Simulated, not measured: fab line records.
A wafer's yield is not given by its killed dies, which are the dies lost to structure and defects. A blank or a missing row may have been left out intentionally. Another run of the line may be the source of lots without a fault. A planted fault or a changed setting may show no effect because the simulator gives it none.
Comparing a struck lot with a sound one :: flow n5 finfet :: 36 out of 1938 route steps
Sound: the wafers L362.2, L362.3, L362.5. Wafers L374.1, L374.3, L374.6 were the ones struck. The cause is named last.
Each step with rows lists, per side, the tool, then ch with its chambers, then its first start. Under that, the readings that differ: sound wafers :: struck wafers :: difference of the means :: sigmas: that difference in standard deviations of wafers without a fault.
alike: a reading whose means differ by less than 2 such deviations, as well as words and numbers matching on both sides. not compared: withheld readings; readings where some wafer has no value; bounds like >300 that might hide an equal value; numbers whose values overlap and for which the record gives no deviation.
Wherever a step has rows on one side only, a row that says differs or no value, or a row with sigmas, the two part there. Numbers that have no deviation but don't overlap get no sigmas and don't part them. A reading that every wafer of one side lacks parts them only if that side has two wafers or more.

first, 11 steps without rows for these wafers: N5_MOL_CONTACT_COAG_ETCH_91 (etches SOC in N2/H2, target depth 60 nm, overetch 21 nm, time 101.2 s); N5_MOL_CONTACT_COAG_STRIP_92 (strips in N2/H2); N5_MOL_CONTACT_COAG_STRIP_93 (strips in N2/H2); N5_MOL_CONTACT_COAG_ETCHBACK_135 (etches SiO2 in CHF3, target depth 25 nm, time 16.7 s); N5_MOL_CONTACT_COAG_STRIP_118 (strips in CHF3); N5_MOL_CONTACT_COAG_VIA_ETCH_46 (etches SiO2 in C4F6/O2, target depth 46 nm, overetch 9.2 nm, time 40 s); N5_MOL_CONTACT_COAG_STRIP_96 (strips in N2/H2); N5_MOL_CONTACT_COAG_ETCH_47 (etches SiNx in CH3F/O2, stops on W, target depth 27 nm); N5_MOL_CONTACT_COAG_STRIP_119 (strips in N2/H2, time 30 s); N5_MOL_CONTACT_COAG_PRECLEAN_144 (cleans in alkaline clean, time 60 s); N5_MOL_CONTACT_COAG_SRD_145 (time 30 s).
N5_MOL_CONTACT_COAG_COAT_62: time 60 s, resist thk 60 nm.
  sound on litho track-01 ch 0, day 5 10:46; struck on litho track-01 ch 0, day 8 18:14
reading: spin speed rpm (rpm)
sound: 1499.9 1501.5 1499.5
struck: 1448.7 1449.5 1448.2
difference: -51.5
sigmas: -56

reading: model.SOC_of_MOL_CONTACT_COAG_COAT_62.thk nm (nm)
sound: 60 60.2 60
struck: 61.2 61.2 61.4
difference: +1.2
sigmas: 
  alike: exhaust pa
then, 13 steps without rows for these wafers: N5_MOL_CONTACT_COAG_COAT_63 (time 60 s, resist thk 10 nm); N5_MOL_CONTACT_COAG_COAT_64 (time 60 s, resist thk 10 nm); N5_MOL_CONTACT_COAG_COAT_34 (resist thk 40 nm); N5_MOL_CONTACT_COAG_EBR_36; N5_MOL_CONTACT_COAG_SOFTBAKE_35 (time 60 s); N5_MOL_CONTACT_COAG_EXPOSE_37 (exposes mask VD, defocus 0 nm); N5_MOL_CONTACT_COAG_PEB_38 (peb time 60 s); N5_MOL_CONTACT_COAG_DEVELOP_39 (develop time 30 s); N5_MOL_CONTACT_COAG_DESCUM_45 (chemistry O2, time 7 s); N5_MOL_CONTACT_COAG_ETCH_65 (etches underlayer in N2/H2, target depth 13 nm, time 10.4 s); N5_MOL_CONTACT_COAG_ETCH_66 (etches SiARC in CF4, target depth 13 nm, time 21.7 s); N5_MOL_CONTACT_COAG_ALD_133 (deposits SiO2, target thk 5 nm, pulse time 1 s, co reactant pulse time 1 s); N5_MOL_CONTACT_COAG_ETCHBACK_134 (etches SiO2 in CHF3, target depth 10 nm, time 6.7 s).
N5_MOL_CONTACT_COAG_ETCH_67: etches SOC in N2/H2, target depth 60 nm, overetch 21 nm, time 101.2 s.
  sound on rie diel-05 ch 1,2,3, day 5 11:49; struck on rie diel-04 ch 2,3, day 8 19:57
reading: model.etch.depth nm (nm)
sound: 59.95 60.17 60.04
struck: 61.16 61.22 61.37
difference: +1.20
sigmas: 
  alike: drypump motor current A, oes product au, rf vpp V, showerhead plenum p Torr, throttle valve pct
  not compared: rf hours counter h
then, 6 steps without rows for these wafers: N5_MOL_CONTACT_COAG_STRIP_68 (strips in N2/H2); N5_MOL_CONTACT_COAG_STRIP_69 (strips in N2/H2); N5_MOL_CONTACT_COAG_ETCHBACK_136 (etches SiO2 in CHF3, target depth 25 nm, time 16.7 s); N5_MOL_CONTACT_COAG_STRIP_120 (strips in CHF3); N5_MOL_CONTACT_COAG_VIA_ETCH_117 (etches SiO2 in C4F6/O2, target depth 40 nm, overetch 8 nm, time 26 s); N5_MOL_CONTACT_COAG_ETCH_124 (etches SiNx in CH3F/O2, stops on SiOC, target depth 6.5 nm).
N5_MOL_CONTACT_COAG_ETCH_48: etches SiOC in C4F6/O2, target depth 15 nm, overetch 4.5 nm, time 17 s.
  sound on rie diel-05 ch 1,2,3, day 5 12:01; struck on rie diel-04 ch 2,3, day 8 20:08
reading: model.SOC_of_MOL_CONTACT_COAG_COAT_62.thk nm (nm)
sound: 46.2 46.2 45.8
struck: 46.6 47 47.2
difference: +0.9
sigmas: 
  alike: drypump motor current A, oes_f_703_au, oes product au, rf vpp V, showerhead plenum p Torr, throttle valve pct
  not compared: rf hours counter h
then, 1 step without rows for these wafers: N5_MOL_CONTACT_COAG_STRIP_72 (strips in N2/H2).
-- record jumps: 2 days separate the struck wafers' starts on either side; left off in module MOL_CONTACT_COAG, taken up again in module BEOL_M4, whose first shown step is the route's number 1111 --
N5_BEOL_M4_RC_MEAS_101:
  sound on prober-02 ch 0, day 8 01:31; struck on prober-02 ch 0, day 11 04:59
  alike: DIBL_N, DIBL_P, IOFF_N, IOFF_P, ION_N, ION_P, SS_N, SS_P, VT_N, VT_P
-- a jump in the record: the struck wafers' starts before and after are 4 days apart (it breaks off in module BEOL_M4 and resumes in module PASSIVATION, where the first step shown is number 1936 of the route) --
N5_PASSIVATION_PROBE_49:
  sound on prober-01 at day 12 05:56; struck on prober-01 at day 15 06:58
  alike: defect limited yield, killed_at_M0_to_M3, killed_at_M4_up, killed at contacts, killed at front end, killed at other, killed dies, killed open, killed short, sort_bin_5_function, sort_bin_6_memory, sort_bin_8_speed, sort n pass, sort yield pct

## WHERE THEY PART
Only at N5_MOL_CONTACT_COAG_COAT_62, as far as this record shows. Later steps at which nothing parts them and some readings are alike: N5_MOL_CONTACT_COAG_ETCH_67, N5_MOL_CONTACT_COAG_ETCH_48, N5_BEOL_M4_RC_MEAS_101, N5_PASSIVATION_PROBE_49.

WHY: what had been put in by the simulator
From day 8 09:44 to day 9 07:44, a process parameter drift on litho track-01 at N5_MOL_CONTACT_COAG_COAT_62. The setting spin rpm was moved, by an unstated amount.
